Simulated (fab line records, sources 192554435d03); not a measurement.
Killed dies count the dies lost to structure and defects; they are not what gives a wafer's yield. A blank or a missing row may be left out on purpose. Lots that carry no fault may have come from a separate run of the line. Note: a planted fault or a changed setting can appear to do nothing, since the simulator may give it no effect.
fab line records	flow n5Finfet
record: lots: 7	wafers: 21
route steps=1938 shown HKMG_FIN@396 GATE_CUT@478 MOL_CONTACT_COAG@563 BEOL_M0_SAQP@636 BEOL_M1@756
startH: hours from the record's opening day to when the first of the lot's shown wafers began	waitH: hours from the lot's prior step to this one	" the same as in the row above	L1.1+2: one row covering several wafers at once	- no value, or no start given	* or withheld: withheld	< > ~ a bound
route shown NAME@n: NAME is a module with steps in the file, n the number in the route of the first one	usual: mean/standard deviation taken from wafers without a fault	same: alike in all rows	chamber/n: place in a boat	sites: per-site readings	_std_site: the values' standard deviation	_edge_site: outer sites' mean less inner sites'	radiusMm: how far each site lies from the wafer's centre	mask NAME#n: copy n	behind: tool/chamber where the wafer was last shaped	hold: cause of the lot's hold/its duration in hours/its outcome	device: which transistor (n, p or np) failed to switch	end of line: at the end of the route, the tests of the same wafers	a step without rows: its recipe alone	killed: not the wafer's yield, but the dies lost to structure and defects at the first sort	map: per-die view of a wafer (x killed, . not killed, _ where there is no die)
set.NAME: the run value of the setting; set.NAME@STEP: its run value at that earlier step	model.NAME: the simulator's own value behind a step, which no gauge read
lots whose settings were changed on purpose; a table a step, a row a wafer
== steps ==
step: N5_HKMG_FIN_PEB_47
recipe: pebTempC: withheld	pebTimeS: 60	resist: CAR-ArF
lot.wafer	tool	chamber	startH	waitH	set.pebTimeS
L077.2+4+6	lithoTrack-01	0	91.66	0.0	60
L081.2+5+6	lithoTrack-05	0	114.10	0.0	60
L082.4	lithoTrack-01	0	119.97	0.0	50.28
L082.5+6	"	0	"	"	60
L086.1+3+6	lithoTrack-05	0	149.78	0.1	60
L087.1+4	lithoTrack-01	0	151.80	0.1	60
L087.6	"	0	"	"	50.09
L090.2+3+6	lithoTrack-05	0	169.80	0.0	60
L095.1+3+4	lithoTrack-01	0	198.91	0.1	60
step: N5_HKMG_FIN_DEVELOP_48
recipe: developTimeS: 30	developer: TMAH	resist: CAR-ArF	rinseLiquid: diw	dry: airSpin	devTempC: 23
step: N5_HKMG_FIN_CD_MEAS_49
recipe: targetCdNm: 202	landingEnergyEv: 500	detector: seInlens	polarity: opening
usual: cdNm: 202.0/0.78
lot.wafer	tool	chamber	startH	waitH	set.pebTimeS@HKMG_FIN_PEB_47	cdNm
L077.2	cdSem-03	0	91.73	-	60	202.2
L077.4	"	0	"	"	60	201.5
L077.6	"	0	"	"	60	201.3
L081.2	cdSem-03	0	114.17	-	60	201.5
L081.5	"	0	"	"	60	202.4
L081.6	"	0	"	"	60	202.7
L082.4	cdSem-02	0	120.04	-	50.28	196.5
L082.5	"	0	"	"	60	202.2
L082.6	"	0	"	"	60	201.5
L086.1	cdSem-03	0	149.84	-	60	203.2
L086.3	"	0	"	"	60	201.5
L086.6	"	0	"	"	60	202.2
L087.1	cdSem-01	0	151.87	-	60	200.2
L087.4	"	0	"	"	60	200.9
L087.6	"	0	"	"	50.09	193.7
L090.2	cdSem-01	0	169.86	-	60	203.0
L090.3	"	0	"	"	60	203.3
L090.6	"	0	"	"	60	201.7
L095.1	cdSem-01	0	198.97	-	60	201.5
L095.3	"	0	"	"	60	200.7
L095.4	"	0	"	"	60	201.8
step: N5_GATE_CUT_COAT_34
recipe: resist: SOC	tempC: 250	timeS: 60	spinRpm: 1500	resistThkNm: 60
lot.wafer	tool	chamber	startH	waitH	set.spinRpm	model.SOC_of_GATE_CUT_COAT_34.thkNm
L077.2	lithoTrack-01	0	103.59	0.0	1394	62.6
L077.4	"	0	"	"	1500	60.2
L077.6	"	0	"	"	1394	62.8
L081.2+5	lithoTrack-02	0	125.29	0.0	1500	60.2
L081.6	"	0	"	"	1500	60.4
L082.4+5+6	lithoTrack-02	0	131.42	0.0	1500	60.2
L086.1+3+6	lithoTrack-01	0	161.30	0.0	1500	60.2
L087.1	lithoTrack-02	0	163.59	0.0	1500	60
L087.4	"	0	"	"	1354	63.2
L087.6	"	0	"	"	1354	63
L090.2	lithoTrack-02	0	182.42	0.0	1577	59
L090.3	"	0	"	"	1500	60.2
L090.6	"	0	"	"	1577	58.6
L095.1	lithoTrack-03	0	210.92	0.0	1615	57.8
L095.3+4	"	0	"	"	1500	60
step: N5_GATE_CUT_COAT_35
recipe: resist: SiARC	tempC: 220	timeS: 60	spinRpm: 1500	resistThkNm: 10
step: N5_GATE_CUT_COAT_27
recipe: resist: underlayer	tempC: 205	timeS: 60	spinRpm: 1500	resistThkNm: 10
step: N5_GATE_CUT_ETCH_28
recipe: chemistry: N2/H2	target: underlayer	targetDepthA: 130	maskMaterial: CAR-EUV	timeS: 10.4	ionEnergyEv: 200	pressureMtorr: 30	sourceW: 840	biasW: 150	n2FlowSccm: 200	h2FlowSccm: 200	ends: cleared
step: N5_GATE_CUT_ETCH_36
recipe: chemistry: CF4	target: SiARC	targetDepthA: 130	maskMaterial: CAR-EUV	timeS: 21.7	ionEnergyEv: 80	pressureMtorr: 40	sourceW: 545	biasW: 36	Ar_flow_sccm: 100	cf4FlowSccm: 100	ends: cleared
step: N5_GATE_CUT_ETCH_37
recipe: chemistry: N2/H2	target: SOC	targetDepthA: 600	overetchA: 120	maskMaterial: SiARC	tempC: 40	timeS: 90	ionEnergyEv: 200	pressureMtorr: 30	sourceW: 840	biasW: 150	n2FlowSccm: 200	h2FlowSccm: 200
lot.wafer	tool	chamber	startH	waitH	set.spinRpm@GATE_CUT_COAT_34	model.etch.depthNm
L077.2	rieDiel-04	3	104.54	0.0	1394	62.52
L077.4	"	1	"	"	1500	60.25
L077.6	"	3	"	"	1394	62.87
L081.2	rieDiel-06	1	125.89	0.0	1500	60.24
L081.5	"	1	"	"	1500	60.16
L081.6	"	2	"	"	1500	60.34
L082.4	rieDiel-02	2	131.89	0.0	1500	60.22
L082.5+6	"	0,3	"	"	1500	60.27
L086.1	rieDiel-04	3	161.90	0.0	1500	60.22
L086.3	"	0	"	"	1500	60.2
L086.6	"	2	"	"	1500	60.18
L087.1	rieDiel-04	1	164.56	0.0	1500	59.91
L087.4	"	0	"	"	1354	63.18
L087.6	"	2	"	"	1354	63.04
L090.2	rieDiel-04	3	182.89	0.0	1577	58.95
L090.3	"	2	"	"	1500	60.25
L090.6	"	0	"	"	1577	58.52
L095.1	rieDiel-02	3	211.40	0.0	1615	57.73
L095.3	"	2	"	"	1500	60.01
L095.4	"	1	"	"	1500	59.99
step: N5_GATE_CUT_STRIP_38
recipe: chemistry: N2/H2	tempC: 40	n2FlowSccm: 200	h2FlowSccm: 200	rfFrequencyHz: 6e+07
step: N5_GATE_CUT_STRIP_39
recipe: chemistry: N2/H2	tempC: 40	n2FlowSccm: 200	h2FlowSccm: 200	rfFrequencyHz: 6e+07
step: N5_GATE_CUT_HM_OPEN_40
recipe: chemistry: C4F6/O2	target: SiO2	maskMaterial: SiARC	targetDepthA: 1390	timeS: 85.1	ionEnergyEv: 250	pressureMtorr: 30	sourceW: 345	biasW: 185	Ar_flow_sccm: 300	C4F6_flow_sccm: 10	O2_flow_sccm: 10	ends: cleared
lot.wafer	tool	chamber	startH	waitH	set.spinRpm@GATE_CUT_COAT_34	model.SOC_of_GATE_CUT_COAT_34.thkNm
L077.2	rieDiel-04	3	104.63	0.0	1394	35.2
L077.4	"	1	"	"	1500	32.8
L077.6	"	3	"	"	1394	35.6
L081.2+5	rieDiel-06	1	125.97	0.0	1500	33.6
L081.6	"	2	"	"	1500	32.6
L082.4	rieDiel-02	2	131.98	0.0	1500	33.4
L082.5	"	0	"	"	1500	32.2
L082.6	"	3	"	"	1500	32.6
L086.1	rieDiel-04	3	161.98	0.0	1500	33
L086.3	"	0	"	"	1500	32.8
L086.6	"	2	"	"	1500	32.2
L087.1	rieDiel-04	1	164.64	0.0	1500	33
L087.4	"	0	"	"	1354	35.2
L087.6	"	2	"	"	1354	35
L090.2	rieDiel-04	3	182.98	0.0	1577	31.6
L090.3	"	2	"	"	1500	32.4
L090.6	"	0	"	"	1577	30.6
L095.1	rieDiel-02	3	211.48	0.0	1615	30.8
L095.3	"	2	"	"	1500	33.8
L095.4	"	1	"	"	1500	32.4
step: N5_MOL_CONTACT_COAG_PECVD_31
recipe: material: SiO2	targetThkA: 460	tempC: 400	precursor: TEOS/O2	pressureTorr: 6.5	rfW: withheld	teosFlowSccm: withheld	gas: O2	flowSccm: 2650	timeS: 8.9
lot.wafer	tool	chamber	startH	waitH	set.tempC	model.SiO2_of_MOL_CONTACT_COAG_PECVD_31.thkNm
L077.2	pecvd-04	0	116.30	0.3	400	46.4
L077.4	"	1	"	"	413.8	41.8
L077.6	"	2	"	"	413.8	42.6
L081.2	pecvd-04	0	137.80	0.3	400	45.6
L081.5+6	"	1,2	"	"	400	46
L082.4	pecvd-03	2	146.37	0.3	400	46.6
L082.5	"	2	"	"	409.1	43.6
L082.6	"	1	"	"	409.1	43.2
L086.1	pecvd-04	0	174.94	0.3	416.6	41.8
L086.3	"	1	"	"	400	45.6
L086.6	"	2	"	"	400	46.4
L087.1	pecvd-04	1	177.48	0.3	400	44.8
L087.4	"	2	"	"	400	45.8
L087.6	"	1	"	"	407.5	43.4
L090.2	pecvd-03	2	195.99	0.3	382.2	50.6
L090.3	"	1	"	"	400	45.8
L090.6	"	2	"	"	400	46.4
L095.1	pecvd-04	0	230.29	0.3	400	46
L095.3	"	2	"	"	400	45.4
L095.4	"	1	"	"	394.4	48
step: N5_MOL_CONTACT_COAG_COAT_76
recipe: resist: SiARC	tempC: 220	timeS: 60	spinRpm: 1500	resistThkNm: 10
lot.wafer	tool	chamber	startH	waitH	set.spinRpm
L077.2+4+6	lithoTrack-04	0	-	-	1500
L081.2+5+6	lithoTrack-02	0	-	-	1500
L082.4+5+6	lithoTrack-04	0	-	-	1500
L086.1+3+6	lithoTrack-05	0	-	-	1447
L087.1+6	lithoTrack-04	0	-	-	1420
L087.4	"	0	"	"	1500
L090.2+3+6	lithoTrack-05	0	-	-	1500
L095.1+3+4	lithoTrack-02	0	-	-	1500
step: N5_MOL_CONTACT_COAG_COAT_77
recipe: resist: underlayer	tempC: 205	timeS: 60	spinRpm: 1500	resistThkNm: 10
step: N5_MOL_CONTACT_COAG_COAT_78
recipe: resist: CAR-EUV	spinRpm: 1500	resistThkNm: 40
step: N5_MOL_CONTACT_COAG_ETCHBACK_135
recipe: chemistry: CHF3	target: SiO2	targetDepthA: 250	timeS: 16.7	ionEnergyEv: 200	pressureMtorr: 30	sourceW: 610	biasW: 170	Ar_flow_sccm: 200	CHF3_flow_sccm: 50
step: N5_MOL_CONTACT_COAG_STRIP_118
recipe: chemistry: CHF3	resist: SiARC	rfFrequencyHz: 6e+07
step: N5_MOL_CONTACT_COAG_VIA_ETCH_46
recipe: chemistry: C4F6/O2	targetDepthA: 460	overetchA: 92	maskMaterial: SOC	target: SiO2	biasW: 455	pressureMtorr: 10	timeS: 40	sourceW: 325	Ar_flow_sccm: 300	C4F6_flow_sccm: 10	O2_flow_sccm: 10	ionEnergyEv: 575.3	ends: endPoint
lot.wafer	tool	chamber	startH	waitH	set.tempC@MOL_CONTACT_COAG_PECVD_31	model.etch.depthNm
L077.2	rieDiel-05	1	117.23	0.0	400	46.31
L077.4	"	3	"	"	413.8	41.85
L077.6	"	3	"	"	413.8	42.6
L081.2	rieDiel-05	3	138.86	0.0	400	45.68
L081.5	"	2	"	"	400	45.95
L081.6	"	3	"	"	400	45.93
L082.4	rieDiel-03	3	147.53	0.0	400	46.58
L082.5	"	3	"	"	409.1	43.58
L082.6	"	0	"	"	409.1	43.27
L086.1	rieDiel-05	2	176.17	0.0	416.6	41.88
L086.3	"	1	"	"	400	45.64
L086.6	"	0	"	"	400	46.42
L087.1	rieDiel-05	3	179.00	0.0	400	44.88
L087.4	"	1	"	"	400	45.76
L087.6	"	0	"	"	407.5	43.35
L090.2	rieDiel-01	0	197.45	0.0	382.2	50.63
L090.3	"	2	"	"	400	45.71
L090.6	"	3	"	"	400	46.47
L095.1	rieDiel-03	0	231.23	0.0	400	45.91
L095.3	"	1	"	"	400	45.46
L095.4	"	3	"	"	394.4	48
step: N5_BEOL_M0_SAQP_PECVD_96
recipe: material: a-Si	targetThkA: 450	tempC: 350	precursor: SiH4/He	pressureTorr: 3	rfW: 100	timeS: 45.2
lot.wafer	tool	chamber	startH	waitH	set.timeS	model.a-Si_of_BEOL_M0_SAQP_PECVD_96.thkNm
L077.2	pecvd-03	1	123.22	0.0	51.36	51
L077.4	"	2	"	"	45.2	45
L077.6	"	1	"	"	45.2	45.4
L081.2	pecvd-03	1	147.03	0.0	45.2	44.2
L081.5	"	2	"	"	45.2	44.8
L081.6	"	1	"	"	45.2	44.6
L082.4	pecvd-02	0	153.67	0.0	45.2	45.6
L082.5	"	1	"	"	41.72	41.2
L082.6	"	2	"	"	45.2	44.2
L086.1	pecvd-02	2	183.87	0.0	45.2	44.4
L086.3	"	0	"	"	39.16	39
L086.6	"	2	"	"	39.16	38.6
L087.1	pecvd-02	0	186.05	0.0	45.2	45.2
L087.4	"	2	"	"	45.2	45.6
L087.6	"	1	"	"	45.2	45.8
L090.2	pecvd-03	2	205.54	0.0	45.2	44
L090.3	"	1	"	"	40.34	39.8
L090.6	"	1	"	"	45.2	44.6
L095.1	pecvd-01	1	238.94	0.0	40.29	40.6
L095.3	"	2	"	"	45.2	45.6
L095.4	"	1	"	"	40.29	41
step: N5_BEOL_M0_SAQP_EXPOSE_11
recipe: maskId: M0_CORE	na: 1.35	sourceShape: dipole	sigmaInner: 0.538	sigmaOuter: 0.738	polarization: te	targetCdNm: 42	doseMj: 55
lot.wafer	tool	chamber	startH	waitH	mask	set.doseMj
L077.2+4+6	arfiScanner-03	0	123.63	-	M0_CORE#0	55
L081.2+5+6	arfiScanner-01	0	147.65	-	M0_CORE#0	55
L082.4+6	arfiScanner-01	0	154.07	-	M0_CORE#0	55
L082.5	"	0	"	"	M0_CORE#0	57.75
L086.1+6	arfiScanner-03	0	184.28	-	M0_CORE#0	57.38
L086.3	"	0	"	"	M0_CORE#0	55
L087.1	arfiScanner-01	0	186.59	-	M0_CORE#0	55
L087.4+6	"	0	"	"	M0_CORE#0	57.49
L090.2	arfiScanner-01	0	206.12	-	M0_CORE#0	55
L090.3+6	"	0	"	"	M0_CORE#0	53.23
L095.1+3+4	arfiScanner-02	0	239.55	-	M0_CORE#0	55
step: N5_BEOL_M0_SAQP_PEB_12
recipe: pebTempC: withheld	pebTimeS: 60	resist: CAR-ArF
step: N5_BEOL_M0_SAQP_DEVELOP_13
recipe: developTimeS: 30	developer: TMAH	resist: CAR-ArF	devTempC: 23	rinseLiquid: diw	dry: airSpin
step: N5_BEOL_M0_SAQP_CD_MEAS_14
recipe: targetCdNm: 42.5	landingEnergyEv: 500	detector: seInlens
usual: cdNm: 42.5/0.32
lot.wafer	tool	chamber	startH	waitH	set.doseMj@BEOL_M0_SAQP_EXPOSE_11	cdNm
L077.2	cdSem-01	0	123.76	-	55	42.6
L077.4	"	0	"	"	55	42.7
L077.6	"	0	"	"	55	42.7
L081.2	cdSem-03	0	147.77	-	55	41.8
L081.5	"	0	"	"	55	42.5
L081.6	"	0	"	"	55	42.5
L082.4	cdSem-02	0	154.19	-	55	41.9
L082.5	"	0	"	"	57.75	40.8
L082.6	"	0	"	"	55	42.2
L086.1	cdSem-02	0	184.41	-	57.38	41.1
L086.3	"	0	"	"	55	42.2
L086.6	"	0	"	"	57.38	41.6
L087.1	cdSem-02	0	186.72	-	55	42.1
L087.4	"	0	"	"	57.49	41.0
L087.6	"	0	"	"	57.49	41.3
L090.2	cdSem-02	0	206.24	-	55	42.5
L090.3	"	0	"	"	53.23	43.0
L090.6	"	0	"	"	53.23	43.6
L095.1	cdSem-03	0	239.68	-	55	42.6
L095.3	"	0	"	"	55	42.8
L095.4	"	0	"	"	55	42.6
step: N5_BEOL_M0_SAQP_ETCH_101
recipe: chemistry: CH3F/O2	target: SiNx	maskMaterial: SiO2	targetDepthA: 299	timeS: 42.7	pressureMtorr: 30	sourceW: 395	biasW: 73	Ar_flow_sccm: 150	CH3F_flow_sccm: 30	O2_flow_sccm: 20	ionEnergyEv: 120
step: N5_BEOL_M0_SAQP_ETCH_102
recipe: chemistry: CF4	target: SiO2	targetDepthA: 40	ionEnergyEv: 350	timeS: 4.4	pressureMtorr: 10	icpW: 800	biasW: 400	cf4FlowSccm: 80
step: N5_BEOL_M0_SAQP_MANDREL_ETCH_103
recipe: chemistry: HBr/Cl2	target: a-Si	targetDepthA: 450	btTimeS: 10	stopOn: SiCN	maskMaterial: SiO2	overEtchFrac: 0.8	timeS: 27	pressureMtorr: 10	icpW: 800	biasW: 75	HBr_flow_sccm: 150	Cl2_flow_sccm: 80	ends: endPoint
lot.wafer	tool	chamber	startH	waitH	set.timeS@BEOL_M0_SAQP_PECVD_96	model.etch.depthNm
L077.2	rieSi-05	3	125.60	0.0	51.36	51.06
L077.4	"	0	"	"	45.2	45.01
L077.6	"	0	"	"	45.2	45.46
L081.2	rieSi-05	0	149.74	0.0	45.2	44.29
L081.5	"	2	"	"	45.2	44.77
L081.6	"	3	"	"	45.2	44.57
L082.4	rieSi-01	2	156.03	0.0	45.2	45.6
L082.5	"	1	"	"	41.72	41.28
L082.6	"	2	"	"	45.2	44.2
L086.1	rieSi-05	1	190.30	0.0	45.2	44.37
L086.3	"	2	"	"	39.16	38.96
L086.6	"	3	"	"	39.16	38.67
L087.1	rieSi-03	0	190.92	0.0	45.2	45.23
L087.4	"	1	"	"	45.2	45.54
L087.6	"	0	"	"	45.2	45.73
L090.2	rieSi-01	0	208.47	0.0	45.2	43.92
L090.3	"	1	"	"	40.34	39.9
L090.6	"	1	"	"	45.2	44.57
L095.1	rieSi-03	2	241.95	0.0	40.29	40.5
L095.3	"	3	"	"	45.2	45.56
L095.4	"	0	"	"	40.29	41
step: N5_BEOL_M0_SAQP_RECESS_104
recipe: chemistry: HF/NH3	target: SiO2	targetDepthA: 180	afsCycles: 3	tempC: 30	sublimationTempC: 180	sublimationTimeS: 60
step: N5_BEOL_M0_SAQP_COAT_105
recipe: resist: SOC	tempC: 250	timeS: 60	spinRpm: 1500	resistThkNm: 100
step: N5_BEOL_M0_SAQP_STRIP_108
recipe: chemistry: N2/H2	powerW: 500	tempC: 40	pressureMtorr: 50	rfFrequencyHz: 6e+07	overashFraction: 0.3	biasPowerW: 28	h2Frac: 0.5	n2FlowSccm: 300	h2FlowSccm: 300
step: N5_BEOL_M0_SAQP_RECESS_109
recipe: chemistry: HF/NH3	target: SiO2	targetDepthA: 30	afsCycles: 1	tempC: 30	sublimationTempC: 180	sublimationTimeS: 60
step: N5_BEOL_M0_SAQP_SPACER2_ALD_26
recipe: material: SiO2	targetThkA: 150	tempC: 300	aldPrecursorFamily: BDEAS	aldCoReactant: O2-plasma	pulseTimeS: 1	purgeTimeS: 2	coReactantPurgeTimeS: 2	pressureTorr: 2
lot.wafer	tool	chamber	startH	waitH	set.timeS@BEOL_M0_SAQP_PECVD_96	model.a-Si_of_BEOL_M0_SAQP_PECVD_96.thkNm
L077.2	aldSin-01	0	126.49	0.1	51.36	50.4
L077.4	"	1	"	"	45.2	44.2
L077.6	"	3	"	"	45.2	44.8
L081.2	aldSin-04	1	150.62	0.1	45.2	43.6
L081.5	"	2	"	"	45.2	44
L081.6	"	1	"	"	45.2	43.8
L082.4	aldSin-01	3	157.13	0.3	45.2	44.8
L082.5	"	2	"	"	41.72	40.6
L082.6	"	1	"	"	45.2	43.4
L086.1	aldSin-01	3	191.55	0.4	45.2	43.6
L086.3	"	2	"	"	39.16	38.2
L086.6	"	0	"	"	39.16	38
L087.1	aldSin-03	2	191.87	0.1	45.2	44.4
L087.4	"	1	"	"	45.2	44.8
L087.6	"	2	"	"	45.2	45
L090.2	aldSin-03	0	209.65	0.1	45.2	43.2
L090.3	"	3	"	"	40.34	39.2
L090.6	"	1	"	"	45.2	43.8
L095.1	aldSin-03	1	242.92	0.2	40.29	39.8
L095.3	"	3	"	"	45.2	44.8
L095.4	"	0	"	"	40.29	40.2
step: N5_BEOL_M1_COAT_62
recipe: resist: SiARC	tempC: 220	timeS: 60	spinRpm: 1500	resistThkNm: 12
lot.wafer	tool	chamber	startH	waitH	set.spinRpm	model.SiARC_of_BEOL_M1_COAT_62.thkNm
L077.2+6	lithoTrack-04	0	-	-	1500	12
L077.4	"	0	"	"	1354	12.6
L081.2+5+6	lithoTrack-01	0	-	-	1500	12
L082.4+5	lithoTrack-01	0	-	-	1500	12
L082.6	"	0	"	"	1578	11.8
L087.1+6	lithoTrack-01	0	-	-	1500	12
L087.4	"	0	"	"	1377	12.6
L086.1+3+6	lithoTrack-01	0	-	-	1500	12
L090.2+3+6	lithoTrack-01	0	-	-	1500	12
L095.1+3+4	lithoTrack-04	0	-	-	1500	12
== key ==
split: step: N5_HKMG_FIN_PEB_47	setting: pebTimeS	stated: 60	by: wafer
response: step: N5_HKMG_FIN_CD_MEAS_49	reading: cdNm	change: +0.372	per: 1%	r: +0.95
split: step: N5_GATE_CUT_COAT_34	setting: spinRpm	stated: 1500	by: wafer
response: step: N5_GATE_CUT_COAT_34	reading: model.SOC_of_GATE_CUT_COAT_34.thkNm	change: -0.313	per: 1%	r: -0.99
response: step: N5_GATE_CUT_ETCH_37	reading: model.etch.depthNm	change: -0.321	per: 1%	r: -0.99
response: step: N5_GATE_CUT_HM_OPEN_40	reading: model.SOC_of_GATE_CUT_COAT_34.thkNm	change: -0.275	per: 1%	r: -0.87
split: step: N5_MOL_CONTACT_COAG_PECVD_31	setting: tempC	stated: 400	by: wafer
response: step: N5_MOL_CONTACT_COAG_PECVD_31	reading: model.SiO2_of_MOL_CONTACT_COAG_PECVD_31.thkNm	change: -1.11	per: 1%	r: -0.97
response: step: N5_MOL_CONTACT_COAG_VIA_ETCH_46	reading: model.etch.depthNm	change: -1.1	per: 1%	r: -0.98
split: step: N5_MOL_CONTACT_COAG_COAT_76	setting: spinRpm	stated: 1500	by: wafer
response none clear
split: step: N5_BEOL_M0_SAQP_PECVD_96	setting: timeS	stated: 45.2	by: wafer
response: step: N5_BEOL_M0_SAQP_PECVD_96	reading: model.a-Si_of_BEOL_M0_SAQP_PECVD_96.thkNm	change: +0.43	per: 1%	r: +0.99
response: step: N5_BEOL_M0_SAQP_MANDREL_ETCH_103	reading: model.etch.depthNm	change: +0.427	per: 1%	r: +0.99
response: step: N5_BEOL_M0_SAQP_SPACER2_ALD_26	reading: model.a-Si_of_BEOL_M0_SAQP_PECVD_96.thkNm	change: +0.425	per: 1%	r: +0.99
split: step: N5_BEOL_M0_SAQP_EXPOSE_11	setting: doseMj	stated: 55	by: wafer
response: step: N5_BEOL_M0_SAQP_CD_MEAS_14	reading: cdNm	change: -0.22	per: 1%	r: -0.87
split: step: N5_BEOL_M1_COAT_62	setting: spinRpm	stated: 1500	by: wafer
response: step: N5_BEOL_M1_COAT_62	reading: model.SiARC_of_BEOL_M1_COAT_62.thkNm	change: -0.0624	per: 1%	r: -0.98
